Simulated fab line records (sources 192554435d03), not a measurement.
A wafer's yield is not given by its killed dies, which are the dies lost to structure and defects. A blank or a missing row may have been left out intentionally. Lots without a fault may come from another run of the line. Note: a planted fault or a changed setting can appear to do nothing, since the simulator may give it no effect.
fab line records | flow n5-finfet | part 1 of 2: steps 1 to 4 of 6
record lots=24 wafers=72 last-day=18
route steps=1938 shown BEOL_M6@1230 BEOL_M7@1264
lots that met no fault: from a run of the same line without faults
start-h: start of the lot's first displayed wafer, in hours after the record's first day | wait-h: how many hours have passed since the lot's step before this one | " same as the row above | L1.1+2: a row that stands for several wafers | - no value present, or no start provided | * or withheld: withheld | < > ~ a bound
route shown NAME@n: NAME is a module with steps in the file, n the number in the route of the first one | usual: average and standard deviation across the fault-free wafers | same: alike in all rows | chamber/n: place in a boat | sites: readings site by site | _std_site: their standard deviation | _edge_site: outer sites' mean less inner sites' | radius-mm: how far each site lies from the wafer's centre | mask NAME#n: copy n | behind: tool/chamber where the wafer was last shaped | hold: cause of the lot's hold/its duration in hours/its outcome | device: the transistor (n, p or np) that didn't switch | end of line: the route-end tests of the same wafers | a step given without rows: its recipe and nothing more | killed: the dies lost at the first sort to structure and to defects; this is not the yield of the wafer | map: a wafer's dies, marking killed ones x, the rest . and places with no die _
set.NAME: the run value of the setting; set.NAME@STEP: its run value at that earlier step | model.NAME: the simulator's own value behind a step, which no gauge read
a sample of lots followed through the steps of the route, with each step as a table and each wafer as a row
services: the hour from which a tool's chamber was out of use, counted from the record's first day as start-h (under 0 if before that day), plus the number of hours and why
## steps
# step N5_BEOL_M6_DESCUM_33
# recipe chemistry=O2 time-s=7 source-power-w=50 bias-power-w=20 pressure-mtorr=20 rf-frequency-hz=2.712e+07 temp-c=40 resist=CAR-EUV o2-flow-sccm=225
# usual bias-power-w=20.00/0.058 chamber-pressure-mTorr=20.000/0.018 drypump-motor-current-A=5.8/0.6 oes-product-au=0.79/0.074 rf-vpp-V=242.5/1.2 showerhead-plenum-p-Torr=2.05/0.053 throttle-valve-pct=20.35/0.26
# columns lot.wafer tool chamber start-h wait-h bias-power-w chamber-pressure-mTorr drypump-motor-current-A oes-product-au rf-hours-counter-h rf-vpp-V showerhead-plenum-p-Torr throttle-valve-pct
L074.1 rie-diel-02 1 187.41 0.0 20.01 19.997 5.5 0.86 38 242.5 2.04 19.91
L074.4 " 3 " " 20.00 20.020 5.9 0.70 224 243.5 2.06 20.59
L074.5 " 1 " " 19.95 20.020 5.5 0.86 - 243.1 2.04 19.90
L075.4 rie-diel-05 3 193.75 0.0 19.97 20.024 4.9 0.83 - 242.8 2.05 19.98
L075.5 " 2 " " 20.01 19.987 6.6 0.70 - 242.6 2.09 20.65
L075.6 " 0 " " 20.01 19.989 6.0 0.76 - 241.2 2.00 20.21
L076.2 rie-diel-05 0 196.72 0.3 19.99 20.001 6.0 0.77 140 241.1 2.00 20.24
L076.3 " 2 " " 19.92 19.974 6.6 0.70 213 242.8 2.09 20.66
L076.4 " 2 " " 19.93 19.986 6.6 0.70 - 242.6 2.09 20.65
L077.1 rie-diel-05 2 203.38 0.0 20.01 20.012 6.6 0.70 215 243.9 2.09 20.66
L077.2 " 3 " " 19.93 20.019 4.9 0.83 52 242.4 2.05 19.99
L077.4 " 1 " " 19.97 20.005 6.3 0.90 45 243.6 2.05 20.28
L078.1 rie-diel-06 3 207.33 0.2 20.05 19.977 6.5 0.72 189 243.8 2.17 20.64
L078.4 " 1 " " 20.02 19.999 5.9 0.96 10 245.2 2.24 20.09
L078.6 " 2 " " 20.10 20.014 6.2 0.90 - 242.1 2.05 20.43
L079.1 rie-diel-05 2 210.51 0.0 20.03 19.987 6.6 0.71 217 241.5 2.09 20.68
L079.3 " 3 " " 20.03 19.995 4.9 0.82 54 242.2 2.05 19.97
L079.6 " 1 " " 20.02 19.986 6.4 0.90 - 242.2 2.05 20.30
L080.3 rie-diel-02 3 215.18 0.0 20.00 19.999 5.9 0.69 234 240.5 2.06 20.60
L080.4 " 2 " " 20.00 20.001 6.3 0.76 104 242.0 2.03 20.50
L080.5 " 0 " " 19.96 20.049 5.0 0.86 - 242.4 2.06 20.42
L081.2 rie-diel-05 3 224.75 0.0 20.02 20.002 4.9 0.82 61 242.7 2.04 19.98
L081.3 " 1 " " 20.02 20.033 6.4 0.88 52 242.3 2.04 20.32
L081.5 " 0 " " 19.95 19.980 6.0 0.76 - 241.0 2.00 20.24
L082.3 rie-diel-02 0 233.83 0.0 20.00 20.042 5.0 0.86 65 242.7 2.05 20.42
L082.4 " 2 " " 20.08 19.998 6.2 0.77 110 242.0 2.03 20.47
L082.5 " 3 " " 19.93 20.022 6.0 0.69 - 243.7 2.05 20.60
L083.2 rie-diel-05 0 238.49 0.3 20.07 20.008 6.0 0.75 153 241.2 2.00 20.25
L083.5 " 0 " " 20.11 20.004 6.0 0.75 - 240.6 2.00 20.25
L083.6 " 1 " " 19.94 19.995 6.3 0.87 - 242.2 2.04 20.31
L084.2 rie-diel-05 0 245.40 0.0 20.01 19.996 6.0 0.76 156 243.2 2.00 20.25
L084.3 " 3 " " 19.99 19.998 4.9 0.81 66 243.1 2.04 20.02
L084.6 " 0 " " 20.06 19.989 5.9 0.75 - 240.6 2.00 20.24
L085.2 rie-diel-02 0 249.65 0.2 20.01 19.994 5.0 0.84 73 241.9 2.05 20.44
L085.5 " 2 " " 20.11 20.011 6.3 0.75 - 242.9 2.03 20.49
L085.6 " 1 " " 19.90 20.012 5.5 0.82 - 241.4 2.04 19.97
L086.1 rie-diel-05 1 251.56 0.0 19.95 19.996 6.4 0.87 60 243.1 2.04 20.30
L086.3 " 3 " " 19.92 19.986 4.9 0.80 68 243.3 2.04 20.02
L086.5 " 2 " " 20.11 19.984 6.6 0.69 - 242.7 2.08 20.70
L087.1 rie-diel-06 3 270.60 0.3 19.99 20.007 6.5 0.70 214 244.8 2.16 20.67
L087.5 " 0 " " 20.06 20.019 4.9 0.68 - 241.1 1.97 20.94
L087.6 " 1 " " 19.95 20.016 5.9 0.90 - 246.3 2.23 20.16
L090.2 rie-diel-05 0 282.51 0.2 20.04 19.977 6.0 0.75 165 241.9 1.99 20.26
L090.3 " 1 " " 19.95 20.005 6.4 0.86 71 242.5 2.04 20.32
L090.5 " 0 " " 20.02 20.013 6.0 0.75 - 242.7 1.99 20.26
L088.1 rie-diel-02 1 282.68 0.3 20.03 20.024 5.5 0.81 74 242.6 2.03 19.97
L088.3 " 2 " " 20.01 20.015 6.2 0.75 129 241.2 2.02 20.52
L088.4 " 0 " " 20.02 20.010 5.1 0.84 81 242.1 2.05 20.46
L089.1 rie-diel-06 2 283.00 0.6 20.04 20.019 6.2 0.87 62 240.7 2.04 20.47
L089.4 " 1 " " 19.87 19.997 5.9 0.90 39 246.3 2.23 20.15
L089.5 " 0 " " 20.07 19.980 4.9 0.68 - 241.9 1.97 20.93
L091.2 rie-diel-05 0 284.36 0.1 20.12 20.048 6.0 0.74 166 241.2 1.99 20.26
L091.3 " 1 " " 20.03 19.982 6.4 0.85 72 240.6 2.04 20.33
L091.6 " 3 " " 19.93 20.019 4.9 0.79 - 242.3 2.04 20.05
L092.1 rie-diel-02 2 299.86 0.1 20.02 19.969 6.2 0.74 135 241.4 2.02 20.50
L092.2 " 0 " " 20.03 20.031 5.0 0.83 87 242.4 2.05 20.46
L092.3 " 1 " " 20.04 20.004 5.5 0.81 80 242.0 2.03 19.99
L093.3 rie-diel-06 3 300.25 0.0 19.98 20.021 6.4 0.69 223 243.7 2.16 20.69
L093.4 " 2 " " 19.99 20.015 6.2 0.86 - 242.4 2.04 20.47
L093.6 " 3 " " 19.97 19.983 6.4 0.70 - 245.8 2.16 20.69
L094.1 rie-diel-05 1 304.63 0.0 19.98 20.002 6.4 0.85 78 242.2 2.03 20.33
L094.5 " 2 " " 19.98 19.994 6.6 0.68 - 243.7 2.08 20.72
L094.6 " 1 " " 20.07 19.949 6.4 0.85 - 241.8 2.03 20.34
L095.2 rie-diel-05 0 311.74 0.2 19.95 20.023 6.0 0.74 173 240.6 1.99 20.26
L095.3 " 1 " " 20.05 20.012 6.4 0.85 82 243.6 2.03 20.35
L095.4 " 0 " " 20.03 20.002 6.0 0.75 - 242.3 1.99 20.27
L096.2 rie-diel-02 0 334.82 0.0 19.89 20.008 5.0 0.82 97 242.2 2.04 20.46
L096.4 " 2 " " 20.00 19.999 6.2 0.74 146 240.2 2.02 20.54
L096.6 " 2 " " 20.06 20.001 6.2 0.73 - 241.7 2.02 20.53
L097.3 rie-diel-02 0 335.22 0.1 19.91 20.022 5.1 0.81 97 242.8 2.04 20.47
L097.5 " 1 " " 19.94 20.013 5.5 0.79 - 242.3 2.03 19.98
L097.6 " 0 " " 20.01 19.991 5.1 0.81 - 242.1 2.04 20.47
# step N5_BEOL_M6_DEGAS_44
# recipe ambient=vacuum temp-c=250 time-s=60
# usual heater-power-w=335/24
# columns lot.wafer tool chamber start-h wait-h heater-power-w
L074.1 pvd-sputter-03 - 188.49 0.4 320
L074.4 " - " " 320
L074.5 " - " " 324
L075.4 pvd-sputter-02 - 194.82 0.3 359
L075.5 " - " " 411
L075.6 " - " " 335
L076.2 pvd-sputter-01 - 197.71 0.3 323
L076.3 " - " " 307
L076.4 " - " " 327
L077.1 pvd-sputter-02 - 204.47 0.3 331
L077.2 " - " " 335
L077.4 " - " " 357
L078.1 pvd-sputter-03 - 208.32 0.3 329
L078.4 " - " " 321
L078.6 " - " " 337
L079.1 pvd-sputter-01 - 211.70 0.5 329
L079.3 " - " " 311
L079.6 " - " " 336
L080.3 pvd-sputter-01 - 216.36 0.4 310
L080.4 " - " " 337
L080.5 " - " " 322
L081.2 pvd-sputter-01 - 225.86 0.4 302
L081.3 " - " " 323
L081.5 " - " " 314
L082.3 pvd-sputter-02 - 234.85 0.2 330
L082.4 " - " " 331
L082.5 " - " " 331
L083.2 pvd-sputter-03 - 240.51 1.3 329
L083.5 " - " " 332
L083.6 " - " " 330
L084.2 pvd-sputter-03 - 246.68 0.5 323
L084.3 " - " " 327
L084.6 " - " " 353
L085.2 pvd-sputter-03 - 251.54 1.2 326
L085.5 " - " " 323
L085.6 " - " " 333
L086.1 pvd-sputter-01 - 252.54 0.3 316
L086.3 " - " " 306
L086.5 " - " " 309
L087.1 pvd-sputter-01 - 271.75 0.5 306
L087.5 " - " " 330
L087.6 " - " " 311
L090.2 pvd-sputter-03 - 283.92 0.5 330
L090.3 " - " " 328
L090.5 " - " " 322
L088.1 pvd-sputter-03 - 284.00 0.6 321
L088.3 " - " " 329
L088.4 " - " " 332
L089.1 pvd-sputter-03 - 284.46 0.7 332
L089.4 " - " " 324
L089.5 " - " " 324
L091.2 pvd-sputter-01 - 286.06 0.9 328
L091.3 " - " " 318
L091.6 " - " " 336
L092.1 pvd-sputter-01 - 301.16 0.6 304
L092.2 " - " " 329
L092.3 " - " " 336
L093.3 pvd-sputter-01 - 301.32 0.3 323
L093.4 " - " " 319
L093.6 " - " " 330
L094.1 pvd-sputter-03 - 306.29 1.0 333
L094.5 " - " " 323
L094.6 " - " " 327
L095.2 pvd-sputter-03 - 312.77 0.2 333
L095.3 " - " " 326
L095.4 " - " " 362
L096.2 pvd-sputter-02 - 335.76 0.2 330
L096.4 " - " " 341
L096.6 " - " " 330
L097.3 pvd-sputter-02 - 338.15 1.9 411
L097.5 " - " " 411
L097.6 " - " " 335
# step N5_BEOL_M6_ALD_77
# recipe material=TaN target-thk-a=20 temp-c=275 ald-precursor-family=PDMAT ald-co-reactant=NH3 pressure-torr=3 carrier-flow-sccm=1500 pulse-time-s=2 purge-time-s=3 co-reactant-purge-time-s=2 co-reactant-pulse-time-s=3 ald-cycles=40 precursor-vessel-temp-c=75 precursor-vessel-pressure-torr=26.25 precursor-vessel-carrier-sccm=1000
# usual heater-power-w=414/37
# same pulse-time-s=2
# columns lot.wafer tool chamber start-h wait-h heater-power-w
L074.1 ald-metal-04 0 188.69 0.1 422
L074.4 " 1 " " 460
L074.5 " 2 " " 384
L075.4 ald-metal-01 1 195.05 0.2 370
L075.5 " 1 " " 377
L075.6 " 0 " " 388
L076.2 ald-metal-01 1 197.81 0.0 383
L076.3 " 0 " " 396
L076.4 " 1 " " 378
L077.1 ald-metal-01 1 204.57 0.0 388
L077.2 " 0 " " 393
L077.4 " 1 " " 383
L078.1 ald-metal-03 1 208.51 0.1 408
L078.4 " 0 " " 445
L078.6 " 2 " " 424
L079.1 ald-metal-04 3 211.80 0.0 377
L079.3 " 2 " " 377
L079.6 " 0 " " 415
L080.3 ald-metal-03 1 216.46 0.0 397
L080.4 " 3 " " 392
L080.5 " 3 " " 398
L081.2 ald-metal-01 2 225.97 0.0 499
L081.3 " 1 " " 386
L081.5 " 1 " " 383
L082.3 ald-metal-04 2 234.95 0.0 383
L082.4 " 1 " " 444
L082.5 " 2 " " 382
L083.2 ald-metal-01 0 240.66 0.1 398
L083.5 " 0 " " 398
L083.6 " 1 " " 386
L084.2 ald-metal-04 2 246.92 0.2 379
L084.3 " 0 " " 422
L084.6 " 0 " " 431
L085.2 ald-metal-04 3 251.84 0.2 378
L085.5 " 1 " " 455
L085.6 " 2 " " 377
L086.1 ald-metal-04 2 252.64 0.0 379
L086.3 " 1 " " 457
L086.5 " 0 " " 422
L087.1 ald-metal-01 2 272.08 0.3 504
L087.5 " 0 " " 393
L087.6 " 1 " " 378
L090.2 ald-metal-04 2 284.02 0.0 375
L090.3 " 1 " " 464
L090.5 " 2 " " 376
L088.1 ald-metal-03 2 284.14 0.1 437
L088.3 " 1 " " 399
L088.4 " 3 " " 410
L089.1 ald-metal-01 1 284.56 0.0 383
L089.4 " 1 " " 374
L089.5 " 0 " " 395
L091.2 ald-metal-03 0 286.32 0.2 446
L091.3 " 3 " " 403
L091.6 " 0 " " 449
L092.1 ald-metal-04 0 301.27 0.0 417
L092.2 " 1 " " 459
L092.3 " 2 " " 371
L093.3 ald-metal-03 1 301.44 0.1 404
L093.4 " 3 " " 404
L093.6 " 2 " " 423
L094.1 ald-metal-01 2 306.39 0.0 513
L094.5 " 1 " " 384
L094.6 " 0 " " 400
L095.2 ald-metal-03 2 313.01 0.2 425
L095.3 " 0 " " 440
L095.4 " 3 " " 401
L096.2 ald-metal-03 2 335.86 0.0 442
L096.4 " 1 " " 400
L096.6 " 3 " " 404
L097.3 ald-metal-03 2 338.35 0.1 421
L097.5 " 0 " " 449
L097.6 " 1 " " 401
# step N5_BEOL_M6_CMP_52
# recipe stop-on=SiCOH_lowk t-overpolish-s=6.9 down-force-psi=1 platen-rpm=50 clearing-platen-down-force-psi=1.5 clearing-platen-rpm=50 post-cmp-clean=cu-alkaline target-thk-nm=80 clearing-platen-pad-velocity-m-s=0.99484 pad-velocity-m-s=0.99484
# usual barrier-field-endpoint-s=28.8/0.69 motor-current-A=6.0/0.58 overpolish-run-s=6.900/0.0094 time-to-endpoint-s=61/3.3
# columns lot.wafer tool chamber start-h wait-h barrier-field-endpoint-s motor-current-A overpolish-run-s time-to-endpoint-s
L074.4 cmp-03 0 190.27 0.2 30.2 6.3 6.899 67
L074.1 " 1 " " 30.0 5.4 6.879 67
L074.5 " 3 " " 30.0 7.3 6.902 63
L075.4 cmp-01 1 196.76 0.2 28.5 6.0 6.906 55
L075.6 " 3 " " 28.5 5.8 6.873 57
L075.5 " 0 " " 28.7 5.7 6.902 59
L076.2 cmp-01 0 199.44 0.2 27.8 6.0 6.899 59
L076.4 " 1 " " 28.6 5.7 6.902 57
L076.3 " 2 " " 29.1 5.5 6.895 61
L077.2 cmp-03 3 206.13 0.2 29.2 7.2 6.889 70
L077.4 " 1 " " 30.5 5.4 6.898 68
L077.1 " 2 " " 29.3 6.1 6.906 65
L078.4 cmp-01 3 211.41 0.1 28.7 5.8 6.907 62
L078.1 " 0 " " 28.1 5.5 6.903 55
L078.6 " 0 " " 29.5 5.8 6.888 60
L079.3 cmp-04 3 213.03 0.3 28.3 5.3 6.895 62
L079.1 " 0 " " 27.9 5.8 6.894 62
L079.6 " 2 " " 29.2 5.9 6.901 63
L080.3 cmp-04 2 218.91 0.2 29.5 5.8 6.893 62
L080.4 " 3 " " 29.1 5.7 6.895 60
L080.5 " 2 " " 29.4 5.9 6.909 60
L081.2 cmp-01 1 227.37 0.2 28.7 6.0 6.900 55
L081.3 " 2 " " 28.7 5.6 6.893 55
L081.5 " 1 " " 28.6 6.0 6.905 53
L082.3 cmp-01 2 235.99 0.2 28.1 5.7 6.893 60
L082.4 " 0 " " 28.1 6.3 6.917 60
L082.5 " 2 " " 28.4 5.4 6.904 62
L083.2 cmp-03 1 242.05 0.3 29.2 5.1 6.894 66
L083.5 " 3 " " 29.0 7.5 6.892 62
L083.6 " 0 " " 28.5 5.8 6.904 59
L084.2 cmp-04 1 248.68 0.2 29.3 5.9 6.910 64
L084.3 " 2 " " 27.6 6.1 6.901 63
L084.6 " 1 " " 28.3 5.7 6.893 64
L085.2 cmp-04 1 253.57 0.4 28.7 5.9 6.893 61
L085.5 " 3 " " 29.1 5.3 6.898 65
L085.6 " 0 " " 29.8 6.0 6.925 66
L086.3 cmp-04 1 253.95 0.2 29.3 6.0 6.914 63
L086.1 " 2 " " 30.4 6.2 6.892 65
L086.5 " 1 " " 29.4 6.0 6.911 57
L087.1 cmp-03 0 276.85 0.3 29.4 6.0 6.885 66
L087.6 " 3 " " 29.8 7.1 6.914 65
L087.5 " 0 " " 29.0 5.8 6.898 65
L090.3 cmp-03 3 285.45 0.2 28.5 7.5 6.896 63
L090.2 " 2 " " 28.1 6.5 6.900 62
L090.5 " 3 " " 29.3 7.9 6.906 62
L088.3 cmp-01 1 285.84 0.2 27.9 6.2 6.923 58
L088.1 " 3 " " 29.1 6.0 6.896 64
L088.4 " 0 " " 28.5 5.9 6.886 59
L089.1 cmp-04 3 286.32 0.3 27.9 5.3 6.901 57
L089.4 " 1 " " 28.8 5.9 6.898 59
L089.5 " 0 " " 29.6 5.5 6.897 62
L091.3 cmp-01 2 287.66 0.2 28.8 5.5 6.901 61
L091.2 " 3 " " 29.9 5.9 6.897 63
L091.6 " 1 " " 29.2 5.8 6.916 61
L092.2 cmp-03 1 303.49 0.2 29.5 5.4 6.903 64
L092.1 " 2 " " 28.7 6.2 6.922 61
L092.3 " 3 " " 28.9 7.5 6.902 61
L093.4 cmp-03 2 303.90 0.3 28.7 6.1 6.890 61
L093.3 " 3 " " 28.2 7.5 6.895 61
L093.6 " 2 " " 28.3 6.0 6.900 59
L094.1 cmp-04 2 307.83 0.6 28.3 5.8 6.910 60
L094.5 " 0 " " 29.6 5.5 6.883 64
L094.6 " 1 " " 28.3 5.9 6.910 58
L095.3 cmp-01 3 314.26 0.2 28.4 5.9 6.889 62
L095.4 " 0 " " 28.0 6.3 6.894 56
L095.2 " 2 " " 28.1 5.6 6.879 58
L096.4 cmp-03 2 338.54 0.2 27.8 6.2 6.893 63
L096.2 " 3 " " 27.7 7.3 6.892 63
L096.6 " 1 " " 29.7 5.1 6.892 64
L097.3 cmp-03 2 339.48 0.2 28.6 5.9 6.912 60
L097.6 " 2 " " 28.5 6.0 6.890 61
L097.5 " 3 " " 29.1 7.3 6.907 61
